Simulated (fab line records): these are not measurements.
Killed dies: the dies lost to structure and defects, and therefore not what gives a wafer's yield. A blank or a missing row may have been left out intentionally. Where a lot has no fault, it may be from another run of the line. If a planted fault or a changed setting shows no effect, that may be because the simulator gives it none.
Chamber matching :: flow n5Finfet :: rieDiel-06 running N5_BEOL_M9_ETCH_76: 4 sister chambers
The step etches underlayer in N2/H2, target depth 6.5 nm, time 5.2 s. 8 wafers are shown with their chamber, then 11 later ones without.

## WAFERS PAIRED WITH THEIR CHAMBERS
wafer: L083.4
chamber: 0
showerheadPlenumPTorr (Torr): 2.53
etchRfOnTimeS (s): 5.19

wafer: L083.6
chamber: 3
showerheadPlenumPTorr (Torr): 2.54
etchRfOnTimeS (s): 5.24

wafer: L085.4
chamber: 0
showerheadPlenumPTorr (Torr): 2.53
etchRfOnTimeS (s): 5.17

wafer: L085.5
chamber: 3
showerheadPlenumPTorr (Torr): 2.53
etchRfOnTimeS (s): 5.28

wafer: L089.1
chamber: 2
showerheadPlenumPTorr (Torr): 2.61
etchRfOnTimeS (s): 5.21

wafer: L089.4
chamber: 1
showerheadPlenumPTorr (Torr): 2.59
etchRfOnTimeS (s): 4.98

wafer: L089.6
chamber: 1
showerheadPlenumPTorr (Torr): 2.59
etchRfOnTimeS (s): 5.06

wafer: L091.4
chamber: 2
showerheadPlenumPTorr (Torr): 2.61
etchRfOnTimeS (s): 5.23

## WAFERS WHOSE CHAMBER IS MISSING
wafer: L091.5
showerheadPlenumPTorr (Torr): 2.59
etchRfOnTimeS (s): 5.05

wafer: L091.6
showerheadPlenumPTorr (Torr): 2.61
etchRfOnTimeS (s): 5.18

wafer: L090.2
showerheadPlenumPTorr (Torr): 2.59
etchRfOnTimeS (s): 5.08

wafer: L090.3
showerheadPlenumPTorr (Torr): 2.52
etchRfOnTimeS (s): 5.17

wafer: L090.4
showerheadPlenumPTorr (Torr): 2.60
etchRfOnTimeS (s): 5.26

wafer: L092.1
showerheadPlenumPTorr (Torr): 2.52
etchRfOnTimeS (s): 5.15

wafer: L092.2
showerheadPlenumPTorr (Torr): 2.60
etchRfOnTimeS (s): 5.25

wafer: L092.5
showerheadPlenumPTorr (Torr): 2.59
etchRfOnTimeS (s): 5.07

wafer: L093.2
showerheadPlenumPTorr (Torr): 2.59
etchRfOnTimeS (s): 5.06

wafer: L093.4
showerheadPlenumPTorr (Torr): 2.53
etchRfOnTimeS (s): 5.20

wafer: L093.5
showerheadPlenumPTorr (Torr): 2.60
etchRfOnTimeS (s): 5.19

## WHICH CHAMBER EACH WENT THROUGH
wafer: L091.5
from the rows above: 1
in truth: 1

wafer: L091.6
from the rows above: 2
in truth: 2

wafer: L090.2
from the rows above: 1
in truth: 1

wafer: L090.3
from the rows above: 0
in truth: 0

wafer: L090.4
from the rows above: 2
in truth: 2

wafer: L092.1
from the rows above: 0
in truth: 0

wafer: L092.2
from the rows above: 2
in truth: 2

wafer: L092.5
from the rows above: 1
in truth: 1

wafer: L093.2
from the rows above: 1
in truth: 1

wafer: L093.4
from the rows above: can't be placed: 0 or 3
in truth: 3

wafer: L093.5
from the rows above: 2
in truth: 2
Correctly placed: 10 of 11. Not placeable from these rows: 1 (in 1, the candidates include the true chamber). 0 placed wrongly.
How it was worked out, from the rows above alone: a wafer's distance from a chamber is the root of the sum, over the readings, of the square of ((its reading less the chamber's mean) divided by the reading's scatter). If the next closest chamber is less than 2 further off than the closest, the wafer can't be placed; otherwise it belongs to the closest. A chamber's mean is the mean of its shown wafers. The scatter: take each reading less its chamber's mean, square it, sum over the shown wafers, divide by the number of wafers less the number of chambers, and take the root.
